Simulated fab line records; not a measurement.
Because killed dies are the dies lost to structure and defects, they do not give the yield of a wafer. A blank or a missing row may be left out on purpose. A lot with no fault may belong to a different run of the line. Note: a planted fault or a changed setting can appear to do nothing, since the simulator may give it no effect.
fab line records	flow n5Finfet
record: lots: 7	wafers: 20	lastDay: 18
route steps=1938 shown BEOL_M11@1580 PASSIVATION@1936
lots that met no fault: from a run of the same line without faults
startH: hours from the record's first day to the start of the lot's first wafer shown	waitH: hours elapsed since this lot's preceding step	" repeats the value in the row above	L1.1+2: one row covering several wafers at once	- value missing, or start not given	* or withheld: withheld	< > ~ a bound
route shown NAME@n: names a module that has steps shown in the file, with the first one's number in the route	usual: average and standard deviation across the fault-free wafers	same: alike in all rows	chamber/n: place in a boat	sites: the reading at each site	_std_site: the values' standard deviation	_edge_site: outer sites' mean less inner sites'	radiusMm: for every site, how far away it sits from the centre of the wafer	mask NAME#n: copy n	behind: tool/chamber where the wafer was last shaped	hold: cause of the lot's hold/its duration in hours/its outcome	device: the n, p or np transistor that did not switch	end of line: tests run on the same wafers once the route is complete	step lacking rows: just its recipe	killed: the dies lost at the first sort to structure and to defects; this is not the yield of the wafer	map: a wafer's dies, marking killed ones x, the rest . and places with no die _
set.NAME: the run value of the setting; set.NAME@STEP: its run value at that earlier step	model.NAME: the simulator's own value behind a step, which no gauge read
a table for each step, a row for each wafer; lots at some steps of the route
services: the hour from which a tool's chamber was out of use, counted from the record's first day as startH (under 0 if before that day), plus the number of hours and why
== steps ==
step: N5_BEOL_M11_STRIP_77
recipe: chemistry: N2/H2	timeS: 10	powerW: 450	tempC: 40	pressureMtorr: 20	rfFrequencyHz: 6e+07	biasPowerW: 7	n2FlowSccm: 200	h2FlowSccm: 200
usual: drypumpMotorCurrentA: 5.8/0.52	oesProductAu: 0.78/0.071	rfVppV: 59.4/0.79	showerheadPlenumPTorr: 2.56/0.084	tempC: 39.98/0.099	throttleValvePct: 23.59/0.21
lot.wafer	tool	chamber	startH	waitH	drypumpMotorCurrentA	oesProductAu	rfHoursCounterH	rfVppV	showerheadPlenumPTorr	tempC	throttleValvePct
L361.2	rieDiel-02	1	-	-	5.4	0.83	79	59.5	2.57	40.05	23.31
L361.3	"	3	"	"	6.6	0.89	44	60.6	2.70	39.84	23.49
L361.6	"	1	"	"	5.4	0.83	-	59.7	2.57	40.10	23.31
L372.3	rieDiel-03	2	-	-	5.0	0.76	139	60.4	2.53	40.05	23.57
L372.4	"	0	"	"	5.9	0.73	198	58.9	2.52	40.13	23.75
L372.6	"	3	"	"	5.6	0.83	-	59.2	2.68	40.06	23.50
L373.1	rieDiel-02	3	-	-	6.6	0.86	70	59.4	2.69	39.93	23.55
L373.3	"	2	"	"	6.6	0.85	64	57.3	2.59	39.86	23.59
L373.5	"	1	"	"	5.4	0.80	-	58.3	2.56	39.83	23.34
L375.1	rieDiel-03	1	-	-	6.0	0.72	210	59.8	2.40	40.03	23.68
L375.3	"	2	"	"	5.0	0.76	142	58.2	2.53	39.85	23.57
L375.5	"	1	"	"	6.0	0.71	-	60.3	2.40	40.06	23.68
L377.2	rieDiel-03	0	-	-	5.9	0.72	204	59.5	2.52	40.05	23.75
L377.3	"	2	"	"	5.0	0.75	145	58.6	2.53	39.79	23.59
L374.2	rieDiel-03	1	-	-	6.0	0.71	213	58.2	2.40	40.09	23.67
L374.3	"	3	"	"	5.7	0.82	77	59.2	2.68	40.17	23.50
L374.4	"	0	"	"	5.9	0.72	204	59.7	2.52	39.99	23.74
L383.2	rieDiel-04	3	-	-	5.8	0.90	44	59.3	2.60	40.01	23.19
L383.3	"	1	"	"	6.3	0.71	239	61.3	2.61	40.02	23.30
L383.5	"	2	"	"	5.7	0.69	-	59.9	2.60	40.01	23.81
step: N5_BEOL_M11_OCD_MEAS_38
usual: trenchDepthNm: 148.0/2.7
lot.wafer	tool	chamber	startH	waitH	trenchDepthNm
L361.2	ocd-02	-	232.70	-	150.5
L361.3	"	-	"	"	151.1
L361.6	"	-	"	"	150.8
L372.3	ocd-01	-	304.32	-	145.1
L372.4	"	-	"	"	145.7
L372.6	"	-	"	"	147.8
L373.1	ocd-01	-	309.42	-	149.2
L373.3	"	-	"	"	150.1
L373.5	"	-	"	"	149.9
L375.1	ocd-01	-	311.26	-	145.0
L375.3	"	-	"	"	143.5
L375.5	"	-	"	"	143.3
L377.2	ocd-01	-	318.54	-	146.9
L377.3	"	-	"	"	144.8
L374.2	ocd-02	-	319.00	-	145.1
L374.3	"	-	"	"	148.1
L374.4	"	-	"	"	145.3
L383.2	ocd-01	-	382.70	-	154.5
L383.3	"	-	"	"	147.2
L383.5	"	-	"	"	148.2
step: N5_BEOL_M11_HM_STRIP_39
recipe: chemistry: peroxideTinStrip	material: TiN	targetDepthA: 250	tempC: 50	timeS: 158
step: N5_BEOL_M11_SRD_40
recipe: timeS: 30	tempC: 23	rinseLiquid: diw	dry: ipaMarangoni
step: N5_BEOL_M11_PRECLEAN_42
recipe: chemistry: residueRemover	timeS: 60	tempC: 40
step: N5_BEOL_M11_SRD_43
recipe: timeS: 30	tempC: 23	rinseLiquid: diw	dry: ipaMarangoni
step: N5_BEOL_M11_CD_MEAS_35
recipe: targetCdNm: 70	polarity: opening
usual: cdNm: 69.6/0.56
lot.wafer	tool	chamber	startH	waitH	cdNm
L361.2	cdSem-01	-	232.85	0.0	70.3
L361.3	"	-	"	"	69.4
L361.6	"	-	"	"	69.9
L372.3	cdSem-03	-	304.48	0.0	70.4
L372.4	"	-	"	"	69.9
L372.6	"	-	"	"	69.9
L373.1	cdSem-01	-	309.58	0.0	69.8
L373.3	"	-	"	"	69.5
L373.5	"	-	"	"	69.4
L375.1	cdSem-03	-	311.41	0.0	69.7
L375.3	"	-	"	"	70.1
L375.5	"	-	"	"	69.9
L377.2	cdSem-03	-	318.69	0.0	69.2
L377.3	"	-	"	"	68.8
L374.2	cdSem-01	-	319.15	0.0	70.4
L374.3	"	-	"	"	70.5
L374.4	"	-	"	"	69.9
L383.2	cdSem-01	-	382.97	0.0	69.9
L383.3	"	-	"	"	69.7
L383.5	"	-	"	"	69.6
step: N5_BEOL_M11_CURE_72
recipe: tempC: 370	timeS: 120	ambient: DMADMS/He	material: SiCOH_lowk
usual: lampPowerPct: 52.31/0.053	wafer_temp_C_max: 371.9/0.77
lot.wafer	tool	chamber	startH	waitH	lampPowerPct	wafer_temp_C_max
L361.2	uvCure-01	0	232.94	0.1	52.34	371.5
L361.3	"	0	"	"	52.28	372.2
L361.6	"	0	"	"	52.32	371.6
L372.3	uvCure-03	2	304.61	0.1	52.33	372.8
L372.4	"	2	"	"	52.22	373.2
L372.6	"	2	"	"	52.25	372.9
L373.1	uvCure-02	0	309.63	0.0	52.24	371.3
L373.3	"	0	"	"	52.18	371.4
L373.5	"	0	"	"	52.36	371.5
L375.1	uvCure-03	0	311.45	0.0	52.30	371.3
L375.3	"	0	"	"	52.39	371.5
L375.5	"	0	"	"	52.29	371.5
L377.2	uvCure-03	0	318.78	0.1	52.31	371.4
L377.3	"	0	"	"	52.14	371.7
L374.2	uvCure-03	0	319.24	0.1	52.26	371.1
L374.3	"	0	"	"	52.37	371.3
L374.4	"	0	"	"	52.37	371.3
L383.2	uvCure-01	2	383.06	0.1	52.39	371.1
L383.3	"	2	"	"	52.30	370.5
L383.5	"	2	"	"	52.37	371.0
step: N5_BEOL_M11_DEGAS_44
recipe: ambient: vacuum	tempC: 250	timeS: 60
usual: heaterPowerW: 322/38
lot.wafer	tool	chamber	startH	waitH	heaterPowerW
L361.2	pvdSputter-01	-	233.40	0.4	301
L361.3	"	-	"	"	309
L361.6	"	-	"	"	299
L372.3	pvdSputter-03	-	305.07	0.4	326
L372.4	"	-	"	"	299
L372.6	"	-	"	"	305
L373.1	pvdSputter-02	-	310.22	0.5	319
L373.3	"	-	"	"	398
L373.5	"	-	"	"	404
L375.1	pvdSputter-02	-	313.80	2.3	333
L375.3	"	-	"	"	317
L375.5	"	-	"	"	405
L377.2	pvdSputter-02	-	319.40	0.6	320
L377.3	"	-	"	"	316
L374.2	pvdSputter-02	-	319.64	0.3	314
L374.3	"	-	"	"	402
L374.4	"	-	"	"	321
L383.2	pvdSputter-02	-	383.55	0.4	259
L383.3	"	-	"	"	383
L383.5	"	-	"	"	319
step: N5_BEOL_M11_PRE_CLEAN_45
recipe: gas: H2/He	timeS: 30	tempC: 250
step: N5_BEOL_M11_ALD_74
recipe: material: TaN	targetThkA: 20	tempC: 275	aldPrecursorFamily: PDMAT	aldCoReactant: NH3	pressureTorr: 3	carrierFlowSccm: 1500	pulseTimeS: 2	purgeTimeS: 3	coReactantPurgeTimeS: 2	coReactantPulseTimeS: 3	aldCycles: 40	precursorVesselTempC: 75	precursorVesselPressureTorr: 26.25	precursorVesselCarrierSccm: 1000
step: N5_BEOL_M11_SURFACE_TREAT_76
recipe: gas: Ar	timeS: *	ionEnergyEv: *	ionCurrentMaCm2: 0.5	pressureMtorr: *	arFlowSccm: 30
usual: throttleValvePct: *
lot.wafer	tool	chamber	startH	waitH	throttleValvePct
L361.2	pvdSputter-03	-	233.84	0.2	*
L361.3	"	-	"	"	*
L361.6	"	-	"	"	*
L372.3	pvdSputter-03	-	305.55	0.2	*
L372.4	"	-	"	"	*
L372.6	"	-	"	"	*
L373.1	pvdSputter-02	-	310.74	0.3	*
L373.3	"	-	"	"	*
L373.5	"	-	"	"	*
L375.1	pvdSputter-02	-	314.20	0.2	*
L375.3	"	-	"	"	*
L375.5	"	-	"	"	*
L377.2	pvdSputter-03	-	320.49	0.6	*
L377.3	"	-	"	"	*
L374.2	pvdSputter-03	-	320.61	0.5	*
L374.3	"	-	"	"	*
L374.4	"	-	"	"	*
L383.2	pvdSputter-01	-	383.97	0.2	*
L383.3	"	-	"	"	*
L383.5	"	-	"	"	*
step: N5_BEOL_M11_CVD_75
recipe: material: Co	targetThkA: 20	tempC: withheld	precursor: CCTBA/H2	pressureTorr: 30	timeS: 138.9
usual: runLengthS: 162.2/0.6
lot.wafer	tool	chamber	startH	waitH	runLengthS
L361.2	cvdCo-02	0	233.96	0.1	163.1
L361.3	"	1	"	"	163.4
L361.6	"	0	"	"	163.7
L372.3	cvdCo-01	0	305.61	0.0	161.9
L372.4	"	2	"	"	161.9
L372.6	"	0	"	"	161.2
L373.1	cvdCo-01	1	310.86	0.1	64.8
L373.3	"	0	"	"	64.1
L373.5	"	2	"	"	161.8
L375.1	cvdCo-01	1	314.26	0.0	64.8
L375.3	"	0	"	"	64.5
L375.5	"	2	"	"	161.9
L377.2	cvdCo-01	1	320.78	0.3	162.1
L377.3	"	2	"	"	65.0
L374.2	cvdCo-02	2	320.81	0.2	162.0
L374.3	"	1	"	"	162.7
L374.4	"	0	"	"	162.6
L383.2	cvdCo-02	1	384.21	0.2	162.8
L383.3	"	2	"	"	161.8
L383.5	"	2	"	"	161.9
step: N5_BEOL_M11_SPUTTER_48
recipe: material: Cu	targetThkA: 120	tempC: -20	biasV: 60	powerW: 26000	chamberPressurePa: 0.13	timeS: 2
usual: biasV: 60.0/0.61	throttleValvePct: 29.9/1.4
lot.wafer	tool	chamber	startH	waitH	biasV	throttleValvePct
L361.2	pvdSputter-03	-	234.08	0.1	60.5	27.9
L361.3	"	-	"	"	60.6	31.7
L361.6	"	-	"	"	59.9	30.9
L372.3	pvdSputter-03	-	305.79	0.1	60.4	27.6
L372.4	"	-	"	"	61.0	28.8
L372.6	"	-	"	"	60.0	27.9
L373.1	pvdSputter-02	-	311.04	0.1	59.1	32.4
L373.3	"	-	"	"	60.9	30.9
L373.5	"	-	"	"	59.0	29.0
L375.1	pvdSputter-02	-	314.44	0.1	59.9	28.5
L375.3	"	-	"	"	60.7	32.4
L375.5	"	-	"	"	61.0	29.4
L377.2	pvdSputter-03	-	320.91	0.1	58.2	28.5
L377.3	"	-	"	"	59.3	31.6
L374.2	pvdSputter-03	-	320.99	0.1	60.2	28.5
L374.3	"	-	"	"	59.8	31.7
L374.4	"	-	"	"	59.7	28.1
L383.2	pvdSputter-01	-	384.35	0.1	59.9	29.1
L383.3	"	-	"	"	60.4	29.9
L383.5	"	-	"	"	60.3	29.7
step: N5_PASSIVATION_PROBE_49
usual: defectLimitedYield: 90.9/1.5	killed_at_M0_to_M3: 35/10	killed_at_M4_up: 14/5.2	killedAtContacts: 13/7.3	killedAtFrontEnd: 42/12	killedAtOther: 3.4/2.5	killedDies: 108/18	killedOpen: 70/13	killedShort: 35/8	sort_bin_5_function: 5.4/1	sort_bin_6_memory: 3.4/0.71	sortNPass: 1072/18	sortYieldPct: 90.9/1.5
same: grossDies: 1180	killedAtBackSide: 0	sort_bin_4_leakage[%]: 0	sort_bin_8_speed[%]: 0
lot.wafer	tool	chamber	startH	waitH	defectLimitedYield[%]	killed_at_M0_to_M3	killed_at_M4_up	killedAtContacts	killedAtFrontEnd	killedAtOther	killedDies	killedOpen	killedShort	sort_bin_5_function[%]	sort_bin_6_memory[%]	sortNPass	sortYieldPct[%]
L361.2	prober-01	-	272.18	0.1	92.8	27	8	13	33	4	85	53	29	4.5	2.7	1095	92.8
L361.3	prober-01	-	272.23	0.1	90.9	31	19	12	42	3	107	76	30	6.2	2.7	1073	90.9
L361.6	prober-01	-	272.38	0.3	92.7	25	8	8	43	2	86	53	29	4.8	1.9	1094	92.7
L372.3	prober-01	-	346.39	0.1	90.8	19	24	11	49	6	109	74	35	6.0	3.1	1071	90.8
L372.4	prober-01	-	346.44	0.2	92.0	32	17	7	34	4	94	62	29	4.6	2.9	1086	92.0
L372.6	prober-01	-	346.54	0.3	92.5	24	14	5	41	5	89	58	23	4.7	1.9	1091	92.5
L375.1	prober-02	-	361.42	0.0	88.9	41	16	12	58	4	131	73	55	6.1	4.2	1049	88.9
L375.3	prober-02	-	361.52	0.1	90.3	37	14	13	48	2	114	76	38	6.1	3.3	1066	90.3
L375.5	prober-02	-	361.62	0.2	93.2	27	12	3	35	3	80	41	37	4.8	1.8	1100	93.2
L373.1	prober-01	-	366.35	0.0	89.8	32	16	17	55	0	120	74	41	6.4	3.1	1060	89.8
L373.3	prober-01	-	366.45	0.1	89.7	26	11	8	72	4	121	81	38	6.0	4.0	1059	89.7
L373.5	prober-01	-	366.55	0.2	91.9	23	16	13	40	3	95	64	31	4.8	3.0	1085	91.9
L377.2	prober-02	-	367.07	0.1	89.9	46	13	22	38	0	119	83	34	5.6	4.1	1061	89.9
L377.3	prober-02	-	367.12	0.1	88.9	40	12	18	58	3	131	84	44	6.9	4.0	1049	88.9
L383.2	prober-02	-	429.98	0.1	90.4	37	15	13	47	1	113	74	33	5.6	3.6	1067	90.4
L383.3	prober-02	-	430.03	0.1	89.2	48	12	19	48	0	127	86	41	6.3	4.3	1053	89.2
L383.5	prober-02	-	430.13	0.2	89.2	37	14	36	37	3	127	88	37	6.2	4.2	1053	89.2
killed by level:class
L361.2 MOL_CONTACT_COAG:geometricParticle:open=11 STI_FIN_REVEAL:geometricParticle:open=7 BEOL_M2:geometricParticle:open=7 BEOL_M0_SAQP:geometricParticle:short=6 BEOL_M0_SAQP:geometricParticle:open=4 DUMMY_GATE:geometricParticle:open=4 BEOL_M4:geometricParticle:open=4 PASS1_CAP:geometricParticle:short=4
L361.3 STI_FIN_REVEAL:geometricParticle:open=12 MOL_CONTACT_COAG:geometricParticle:open=10 BEOL_M1:geometricParticle:open=7 FIN_SAQP:geometricParticle:open=6 BEOL_M0_SAQP:geometricParticle:short=6 BEOL_M0:geometricParticle:open=6 BEOL_M5:geometricParticle:open=6 BEOL_M2:geometricParticle:open=5
L361.6 FIN_SAQP:geometricParticle:open=6 STI_FIN_REVEAL:geometricParticle:open=6 GATE_CUT:geometricParticle:short=6 MOL_CONTACT_COAG:geometricParticle:open=6 BEOL_M2:geometricParticle:open=6 FIN_SAQP:geometricParticle:short=5 DUMMY_GATE:geometricParticle:open=5 BEOL_M0_SAQP:geometricParticle:short=5
L372.3 DUMMY_GATE:geometricParticle:open=12 BEOL_M4:geometricParticle:open=10 STI_FIN_REVEAL:geometricParticle:open=9 FIN_SAQP:geometricParticle:open=7 FIN_SAQP:geometricParticle:short=7 MOL_CONTACT_COAG:geometricParticle:open=7 BEOL_M0:geometricParticle:open=6 BEOL_M4:geometricParticle:short=6
L372.4 FIN_SAQP:geometricParticle:short=9 BEOL_M1:geometricParticle:open=8 BEOL_M4:geometricParticle:open=7 MOL_CONTACT_COAG:geometricParticle:open=6 BEOL_M2:geometricParticle:open=6 FIN_SAQP:geometricParticle:open=5 STI_FIN_REVEAL:geometricParticle:open=4 BEOL_M0_SAQP:geometricParticle:open=4
L372.6 FIN_SAQP:geometricParticle:open=8 HKMG_FIN:areaEtch=8 BEOL_M1:geometricParticle:open=7 BEOL_M4:geometricParticle:open=6 BEOL_M0:geometricParticle:open=5 STARTING-WAFER:geometricParticle:open=5 FIN_SAQP:geometricParticle:short=4 STI_FIN_REVEAL:geometricParticle:open=4
L375.1 FIN_SAQP:geometricParticle:short=16 BEOL_M0_SAQP:geometricParticle:short=11 MOL_CONTACT_COAG:geometricParticle:open=10 BEOL_M0_SAQP:geometricParticle:open=9 STI_FIN_REVEAL:geometricParticle:open=9 BEOL_M4:geometricParticle:open=9 DUMMY_GATE:geometricParticle:open=5 BEOL_M1:geometricParticle:open=5
L375.3 FIN_SAQP:geometricParticle:open=11 MOL_CONTACT_COAG:geometricParticle:open=11 FIN_SAQP:geometricParticle:short=10 STI_FIN_REVEAL:geometricParticle:open=10 BEOL_M3:geometricParticle:open=9 BEOL_M0_SAQP:geometricParticle:short=7 BEOL_M2:geometricParticle:open=6 BEOL_M4:geometricParticle:open=6
L375.5 FIN_SAQP:geometricParticle:short=9 BEOL_M2:geometricParticle:open=8 BEOL_M0_SAQP:geometricParticle:short=7 STI_FIN_REVEAL:geometricParticle:open=6 BEOL_M0_SAQP:geometricParticle:open=6 BEOL_M4:geometricParticle:open=6 STARTING-WAFER:geometricParticle:short=4 GATE_CUT:geometricParticle:short=3
L373.1 FIN_SAQP:geometricParticle:short=23 FIN_SAQP:geometricParticle:open=15 MOL_CONTACT_COAG:geometricParticle:open=12 BEOL_M2:geometricParticle:open=12 BEOL_M3:geometricParticle:open=7 BEOL_M8:geometricParticle:open=5 BEOL_M0_SAQP:geometricParticle:open=5 DUMMY_GATE:geometricParticle:open=4
L373.3 STI_FIN_REVEAL:geometricParticle:open=23 FIN_SAQP:geometricParticle:short=12 DUMMY_GATE:geometricParticle:open=11 FIN_SAQP:geometricParticle:open=7 MOL_CONTACT_COAG:geometricParticle:open=7 BEOL_M2:geometricParticle:open=5 BEOL_M0_SAQP:geometricParticle:open=4 BEOL_M0_SAQP:geometricParticle:short=4
L373.5 MOL_CONTACT_COAG:geometricParticle:open=11 BEOL_M3:geometricParticle:open=10 STI_FIN_REVEAL:geometricParticle:open=9 FIN_SAQP:geometricParticle:open=7 FIN_SAQP:geometricParticle:short=5 BEOL_M4:geometricParticle:open=5 DUMMY_GATE:geometricParticle:open=4 BEOL_M0_SAQP:geometricParticle:open=4
L377.2 MOL_CONTACT_COAG:geometricParticle:open=17 BEOL_M2:geometricParticle:open=14 FIN_SAQP:geometricParticle:open=9 BEOL_M0_SAQP:geometricParticle:short=9 BEOL_M3:geometricParticle:open=7 BEOL_M0_SAQP:geometricParticle:open=6 DUMMY_GATE:geometricParticle:open=5 FIN_SAQP:geometricParticle:short=4
L377.3 FIN_SAQP:geometricParticle:open=23 MOL_CONTACT_COAG:geometricParticle:open=14 BEOL_M2:geometricParticle:open=11 FIN_SAQP:geometricParticle:short=9 DUMMY_GATE:geometricParticle:open=9 BEOL_M0_SAQP:geometricParticle:short=7 BEOL_M1:geometricParticle:open=5 BEOL_M1:geometricParticle:short=4
L383.2 STI_FIN_REVEAL:geometricParticle:open=15 MOL_CONTACT_COAG:geometricParticle:open=9 BEOL_M0_SAQP:geometricParticle:short=9 BEOL_M0_SAQP:geometricParticle:open=9 BEOL_M1:geometricParticle:open=6 DUMMY_GATE:geometricParticle:open=5 BEOL_M3:geometricParticle:open=5 FIN_SAQP:geometricParticle:open=4
L383.3 BEOL_M0_SAQP:geometricParticle:open=17 FIN_SAQP:geometricParticle:open=13 MOL_CONTACT_COAG:geometricParticle:open=12 BEOL_M0_SAQP:geometricParticle:short=9 BEOL_M2:geometricParticle:open=8 STI_FIN_REVEAL:geometricParticle:open=7 BEOL_M1:geometricParticle:open=7 MOL_CONTACT_COAG:geometricParticle:short=7
L383.5 MOL_CONTACT_COAG:geometricParticle:open=31 BEOL_M0_SAQP:geometricParticle:open=11 STI_FIN_REVEAL:geometricParticle:open=10 FIN_SAQP:geometricParticle:open=8 BEOL_M0_SAQP:geometricParticle:short=7 STI_FIN_REVEAL:geometricParticle:short=7 MOL_CONTACT_COAG:geometricParticle:short=5 BEOL_M1:geometricParticle:open=5
== services ==
tool	chamber	startH	hours	kind
cvdCo-02	-	215.16	6.9	pm
cvdCo-01	0	215.84	2.9	repair
cvdCo-02	-	228.18	3.4	repair
rieDiel-03	0	236.50	2.5	repair
rieDiel-04	1	264.02	3.2	repair
rieDiel-02	1	266.25	1.6	repair
uvCure-03	-	278.67	7.5	pm
uvCure-01	-	293.82	5.0	pm
pvdSputter-01	-	297.03	20.4	repair
rieDiel-04	-	301.12	28.1	pm
cvdCo-02	1	301.85	14.9	repair
rieDiel-02	0	307.62	3.9	repair
cvdCo-02	1	333.35	-	clean
cvdCo-02	1	333.35	22.0	scheduledDown
cvdCo-02	1	333.35	22.0	ventCycle
rieDiel-02	0	333.52	-	clean
rieDiel-02	0	333.52	-	consumableReplace:focusRing
rieDiel-02	0	333.52	15.5	scheduledDown
rieDiel-02	0	333.52	15.5	ventCycle
pvdSputter-02	-	335.00	4.1	repair
cvdCo-02	-	338.89	6.0	pm
rieDiel-03	3	356.86	1.3	repair
== key ==
firstSign: step: N5_BEOL_M11_CVD_75	reading: runLengthS	direction: down	sigmas: 99+	usual: *	struck: *
effect none on later readings
metAt N5_BEOL_M11_CVD_75
struckWafers L373.1,L373.3,L375.1,L375.3,L377.3
onsetBetween 305.61 310.86
fault: kind: processParameterDrift	tool: cvdCo-01	chamber: -	onsetH: 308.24	steps: N5_BEOL_M11_CVD_75	channel: timeS	offset: *	shape: step	endH: 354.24	scope: struckWafersOnly	actsIn: *	stated: *
